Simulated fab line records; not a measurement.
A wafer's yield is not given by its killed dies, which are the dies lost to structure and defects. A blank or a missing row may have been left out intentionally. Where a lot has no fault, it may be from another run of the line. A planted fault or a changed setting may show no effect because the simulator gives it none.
Matching of chambers || flow n5Finfet || N5_BEOL_M0_SAQP_PECVD_04 on pecvd-04: 3 sister chambers
The step deposits a-Si from SiH4/He, target thk 60 nm, time 60.2 s. 3 wafers are shown with their chamber, then 11 later ones without.

== WAFERS PAIRED WITH THEIR CHAMBERS ==
{"wafer": "L084.1", "chamber": 1, "throttleValvePct (%)": 21.1}
{"wafer": "L084.6", "chamber": 0, "throttleValvePct (%)": 18.5}
{"wafer": "L088.2", "chamber": 2, "throttleValvePct (%)": 18.3}

== WAFERS WITH NO CHAMBER GIVEN ==
{"wafer": "L088.3", "throttleValvePct (%)": 18.3}
{"wafer": "L088.5", "throttleValvePct (%)": 21.0}
{"wafer": "L090.1", "throttleValvePct (%)": 18.3}
{"wafer": "L090.4", "throttleValvePct (%)": 18.5}
{"wafer": "L090.5", "throttleValvePct (%)": 18.1}
{"wafer": "L092.3", "throttleValvePct (%)": 21.0}
{"wafer": "L092.4", "throttleValvePct (%)": 18.5}
{"wafer": "L092.6", "throttleValvePct (%)": 21.4}
{"wafer": "L095.2", "throttleValvePct (%)": 21.2}
{"wafer": "L095.3", "throttleValvePct (%)": 18.5}
{"wafer": "L095.4", "throttleValvePct (%)": 18.5}

== WHICH CHAMBER EACH ONE RAN IN ==
{"wafer": "L088.3", "from the rows above": "can't be placed: 2 or 0", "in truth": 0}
{"wafer": "L088.5", "from the rows above": 1, "in truth": 1}
{"wafer": "L090.1", "from the rows above": "can't be placed: 2 or 0", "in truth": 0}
{"wafer": "L090.4", "from the rows above": "can't be placed: 0 or 2", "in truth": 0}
{"wafer": "L090.5", "from the rows above": "can't be placed: 2 or 0", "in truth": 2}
{"wafer": "L092.3", "from the rows above": 1, "in truth": 1}
{"wafer": "L092.4", "from the rows above": "can't be placed: 0 or 2", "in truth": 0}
{"wafer": "L092.6", "from the rows above": 1, "in truth": 1}
{"wafer": "L095.2", "from the rows above": 1, "in truth": 1}
{"wafer": "L095.3", "from the rows above": "can't be placed: 0 or 2", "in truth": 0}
{"wafer": "L095.4", "from the rows above": "can't be placed: 0 or 2", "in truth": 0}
Placed correctly: 4 of 11. Not placeable from these rows: 7 (in 7, the candidates include the true chamber). 0 placed wrongly.
How it was worked out, from the rows above alone: a wafer's distance from a chamber is the root of the sum, over the readings, of the square of ((its reading less the chamber's mean) divided by the reading's scatter). If the next closest chamber is less than 2 further off than the closest, the wafer can't be placed; otherwise it belongs to the closest. For every chamber, the mean is computed from those of its wafers that are shown. The scatter (one wafer shown for each chamber): square how far every hidden wafer sits from the nearest shown wafer, average those squares and take the square root.
